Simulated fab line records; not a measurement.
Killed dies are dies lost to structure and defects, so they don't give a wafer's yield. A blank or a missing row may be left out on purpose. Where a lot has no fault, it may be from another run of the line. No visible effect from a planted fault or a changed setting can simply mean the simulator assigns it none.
Which tool was responsible? -- flow n5 finfet -- 24 wafers from 8 lots sampled at 6 of the route's 1938 steps

## WHAT THE GAUGES READ, wafer by wafer
N5_BEOL_M4_RC_MEAS_101. Usual: DIBL_N 36.3 mV/V, standard deviation 1.2; DIBL_P 36.3 mV/V, standard deviation 1.4; IOFF_N 0.157 nA/um, standard deviation 0.02; IOFF_P 0.22 nA/um, standard deviation 0.033; ION_N 675 uA/um, standard deviation 9.6; ION_P 465 uA/um, standard deviation 8.2; SS_N 71.4 mV/dec, standard deviation 0.45; SS_P 73.3 mV/dec, standard deviation 0.54; VT_N 249.8 mV, standard deviation 2.5; VT_P -249 mV, standard deviation 3.2.
lot,measured,on,DIBL_N (mV/V),DIBL_P (mV/V),IOFF_N (nA/um),IOFF_P (nA/um),ION_N (uA/um),ION_P (uA/um),SS_N (mV/dec),SS_P (mV/dec),VT_N (mV),VT_P (mV),flag
L540,day 8 19:53,prober-01,34.6 35.1 35.3,34.8 34.9 35.1,0.128 0.132 0.137,0.16 0.17 0.17,665 662 668,455 453 455,71.2 71.7 71.2,72.0 72.3 71.9,251.3 251.7 253.9,-256 -253 -254,
L553,day 12 20:43,prober-02,36.3 37.1 37.9,36.0 36.6 38.3,0.133 0.149 0.163,0.20 0.21 0.24,666 677 686,461 464 477,71.5 71.6 71.9,72.2 72.6 74.0,254.8 251.3 249.4,-251 -247 -248,
L555,day 13 11:38,prober-02,35.0 35.3 34.5,35.0 35.0 33.3,0.143 0.149 0.137,0.25 0.23 0.21,674 677 687,464 472 473,72.2 71.7 71.4,73.6 73.6 73.2,251.8 252.1 250.9,-248 -247 -248,
L557,day 13 12:34,prober-02,35.0 35.4 34.6,35.5 36.4 35.6,0.126 0.127 0.115,0.18 0.19 0.18,653 661 658,459 460 459,70.5 71.3 70.8,72.8 73.2 73.1,254.0 254.7 254.7,-251 -251 -252,
L559,day 14 03:20,prober-02,37.2 37.1 35.9,37.3 36.7 34.6,0.186 0.174 0.154,0.26 0.25 0.22,691 683 689,481 473 474,71.4 71.6 70.7,74.0 74.1 73.9,247.1 249.6 253.2,-246 -247 -250,

## TOOL THAT RAN EACH LOT (tool first, then ch and the chambers of the sampled wafers, then the start)
lot,N5_SDB_DESCUM_16,N5_SDB_ETCH_17,N5_SDB_ETCH_18,N5_SDB_STRIP_21,N5_SDB_STRIP_22
L540,"rie diel-03 ch 0,3, day 4 07:41","rie diel-03 ch 0,3, day 4 07:43","rie diel-03 ch 0,3, day 4 07:45","rie diel-03 ch 0,3, day 4 07:53","plasma asher-01 ch 0,1, day 4 07:59"
L542,"rie diel-06 ch 0,2, day 4 19:33","rie diel-06 ch 0,2, day 4 19:35","rie diel-06 ch 0,2, day 4 19:37","rie diel-06 ch 0,2, day 4 19:46","plasma asher-01 ch 0, day 4 19:52"
L541,"rie diel-01 ch 0,1, day 4 21:12","rie diel-01 ch 0,1, day 4 21:14","rie diel-01 ch 0,1, day 4 21:16","rie diel-01 ch 0,1, day 4 21:25","plasma asher-02 ch 0,1, day 4 21:31"
L543,"rie diel-03 ch 0,1,2, day 5 08:05","rie diel-03 ch 0,1,2, day 5 08:07","rie diel-03 ch 0,1,2, day 5 08:09","rie diel-03 ch 0,1,2, day 5 08:17","plasma asher-02 ch 0,1, day 5 08:23"
L553,"rie diel-01 ch 1,2, day 7 14:12","rie diel-01 ch 1,2, day 7 14:14","rie diel-01 ch 1,2, day 7 14:16","rie diel-01 ch 1,2, day 7 14:24","plasma asher-02 ch 0,1, day 7 14:30"
L555,"rie diel-01 ch 0,3, day 8 02:06","rie diel-01 ch 0,3, day 8 02:08","rie diel-01 ch 0,3, day 8 02:10","rie diel-01 ch 0,3, day 8 02:18","plasma asher-02 ch 0,1, day 8 02:38"
L557,"rie diel-01 ch 0,1,3, day 8 16:56","rie diel-01 ch 0,1,3, day 8 16:59","rie diel-01 ch 0,1,3, day 8 17:01","rie diel-01 ch 0,1,3, day 8 17:09","plasma asher-01 ch 0,1, day 8 17:15"
L559,"rie diel-06 ch 1,2,3, day 9 02:20","rie diel-06 ch 1,2,3, day 9 02:22","rie diel-06 ch 1,2,3, day 9 02:24","rie diel-06 ch 1,2,3, day 9 02:32","plasma asher-02 ch 0,1, day 9 02:41"
- N5_SDB_DESCUM_16: chemistry O2, time 7.9 s.
- N5_SDB_ETCH_17: etches SiARC in CF4, target depth 23.4 nm, time 39 s.
- N5_SDB_ETCH_18: etches SOC in N2/H2, target depth 100 nm, overetch 20 nm, time 150 s.
- N5_SDB_STRIP_21: strips in CF4.
- N5_SDB_STRIP_22: strips in N2/H2.

## WHAT THE TOOLS THEMSELVES READ (means of the sampled wafers that have a number; where no wafer has one, the mark that the record gives instead)
N5_SDB_DESCUM_16. Usual: drypump motor current A 5.8 A, standard deviation 0.41; oes product au 0.82 a.u., standard deviation 0.075; rf fwd power W 49.36 W, standard deviation 0.26; rf vpp V 243.3 V, standard deviation 1.3; showerhead plenum p Torr 2.10 Torr, standard deviation 0.062; throttle valve pct 20.47 %, standard deviation 0.28.
lot,tool,drypump motor current A (A),oes product au (a.u.),rf fwd power W (W),rf vpp V (V),showerhead plenum p Torr (Torr),throttle valve pct (%),flag
L540,rie diel-03,5.4,0.74,49.36,242.2,2.05,20.60,
L542,rie diel-06,6.1,0.78,49.00,243.3,2.11,20.61,
L541,rie diel-01,5.5,0.90,49.50,242.8,2.10,20.22,
L543,rie diel-03,5.8,0.84,49.32,245.5,2.20,20.46,
L553,rie diel-01,5.6,0.79,49.62,243.5,2.14,20.28,
L555,rie diel-01,5.9,0.92,49.43,242.3,2.05,20.16,
L557,rie diel-01,5.7,0.88,49.52,243.2,2.06,20.23,
L559,rie diel-06,6.0,0.80,49.26,243.2,2.07,20.60,

N5_SDB_ETCH_17. Usual: bias w 35.99 W, standard deviation 0.11; drypump motor current A 5.8 A, standard deviation 0.41; etch rf on time s 38.8 s, standard deviation 0.58; oes product au 0.70 a.u., standard deviation 0.065; rf fwd power W 534 W, standard deviation 3.1; rf vpp V 184.1 V, standard deviation 1.1; showerhead plenum p Torr 2.15 Torr, standard deviation 0.056; throttle valve pct 15.64 %, standard deviation 0.27.
lot,tool,bias w (W),drypump motor current A (A),etch rf on time s (s),oes product au (a.u.),rf fwd power W (W),rf vpp V (V),showerhead plenum p Torr (Torr),throttle valve pct (%),flag
L540,rie diel-03,36.00,5.4,39.9,0.62,532,183.0,2.11,15.80,
L542,rie diel-06,36.00,6.1,39.1,0.67,531,182.7,2.16,15.77,
L541,rie diel-01,36.03,5.5,38.1,0.77,534,183.9,2.15,15.38,
L543,rie diel-03,36.00,5.8,39.4,0.72,535,185.3,2.25,15.61,
L553,rie diel-01,35.81,5.6,38.6,0.67,537,184.9,2.18,15.45,
L555,rie diel-01,36.03,5.9,39.2,0.78,537,183.3,2.10,15.36,
L557,rie diel-01,36.04,5.7,38.4,0.75,537,183.3,2.12,15.42,
L559,rie diel-06,35.96,6.0,39.0,0.68,531,184.0,2.13,15.77,

N5_SDB_ETCH_18. Usual: for bias w, 150.0 W with a standard deviation of 0.41; for drypump motor current A, 5.8 A with a standard deviation of 0.41; for oes product au, 0.73 a.u. with a standard deviation of 0.064; for rf fwd power W, 836.7 W with a standard deviation of 2.8; for rf vpp V, 524.3 V with a standard deviation of 2; for showerhead plenum p Torr, 2.56 Torr with a standard deviation of 0.071; for throttle valve pct, 17.9 % with a standard deviation of 0.3.
lot,tool,bias w (W),drypump motor current A (A),oes product au (a.u.),rf fwd power W (W),rf vpp V (V),showerhead plenum p Torr (Torr),throttle valve pct (%),flag
L540,rie diel-03,150.0,5.4,0.66,834.7,522.4,2.49,18.0,
L542,rie diel-06,149.9,6.2,0.70,834.1,524.2,2.55,17.9,
L541,rie diel-01,150.6,5.5,0.80,834.8,523.8,2.55,17.7,
L543,rie diel-03,150.1,5.8,0.75,838.2,527.1,2.67,17.8,
L553,rie diel-01,149.8,5.7,0.70,835.4,525.0,2.59,17.6,
L555,rie diel-01,149.4,5.9,0.83,836.6,521.7,2.50,17.6,
L557,rie diel-01,150.0,5.7,0.78,838.7,523.0,2.51,17.6,
L559,rie diel-06,149.7,6.0,0.71,836.5,523.4,2.52,17.9,

N5_SDB_STRIP_21. Usual: bias power w 75.01 W, standard deviation 0.21; cf4 flow sccm 150.1 sccm, standard deviation 0.41; drypump motor current A 5.8 A, standard deviation 0.41; oes product au 0.80 a.u., standard deviation 0.071; rf fwd power W 292.6 W, standard deviation 0.88; rf vpp V 271.2 V, standard deviation 1.3; showerhead plenum p Torr 1.81 Torr, standard deviation 0.047; throttle valve pct 13.60 %, standard deviation 0.27.
lot,tool,bias power w (W),cf4 flow sccm (sccm),drypump motor current A (A),oes product au (a.u.),rf fwd power W (W),rf vpp V (V),showerhead plenum p Torr (Torr),throttle valve pct (%),flag
L540,rie diel-03,74.99,150.1,5.4,0.73,292.3,270.9,1.76,13.77,
L542,rie diel-06,-,-,-,-,-,-,-,-,OFF
L541,rie diel-01,-,-,-,-,-,-,-,-,OFF
L543,rie diel-03,-,-,-,-,-,-,-,-,OFF
L553,rie diel-01,75.03,150.0,5.6,0.78,292.9,271.5,1.83,13.42,
L555,rie diel-01,75.06,150.1,5.9,0.91,293.6,270.1,1.77,13.31,
L557,rie diel-01,75.22,150.4,5.7,0.86,292.3,270.7,1.78,13.37,
L559,rie diel-06,75.12,150.0,6.0,0.79,292.9,270.2,1.78,13.74,

N5_SDB_STRIP_22. Usual: drypump motor current A 5.39 A, standard deviation 0.1; h2 flow sccm 3250 sccm, standard deviation 9.6; heater power w 342 W, standard deviation 27; oes product au 0.715 a.u., standard deviation 0.0049; strip time to endpoint s 96.2 s, standard deviation 0.32.
lot,tool,drypump motor current A (A),h2 flow sccm (sccm),heater power w (W),oes product au (a.u.),strip time to endpoint s (s),flag
L540,plasma asher-01,5.50,3250,313,0.713,96.5,
L542,plasma asher-01,5.46,3253,353,-,181.0,OFF
L541,plasma asher-02,5.30,3242,361,-,180.5,OFF
L543,plasma asher-02,5.29,3250,359,-,180.1,OFF
L553,plasma asher-02,5.30,3239,357,0.715,95.7,
L555,plasma asher-02,5.30,3258,363,0.715,95.9,
L557,plasma asher-01,5.50,3247,314,0.712,95.8,
L559,plasma asher-02,5.29,3251,361,0.714,96.3,

## THE ANSWER, worked out from the rows above alone
Rule: a lot counts as off when the mean over its wafers that have a number is more than 3 standard deviations away from the usual mean. A lot without any number at a reading at which 4 lots or more have one is off too. Any other lot the step has rows for is counted as sound. Order of review: gauges by route order, followed by the tools' own readings, for which a lot's mean as printed above is used. The first step at which some lot is off is used, and at that step the reading that is off furthest; a lot without a number counts as furthest.
Off: L542, L541, L543 (N5_SDB_STRIP_21, bias power w). Without a number there: L542, L541, L543.
A tool fits if, at that step or a process step before it, it ran every lot that is off, and no sound lot after the first of them. No candidate that was tried fits.

## WHAT THE SIMULATOR HAD PUT IN
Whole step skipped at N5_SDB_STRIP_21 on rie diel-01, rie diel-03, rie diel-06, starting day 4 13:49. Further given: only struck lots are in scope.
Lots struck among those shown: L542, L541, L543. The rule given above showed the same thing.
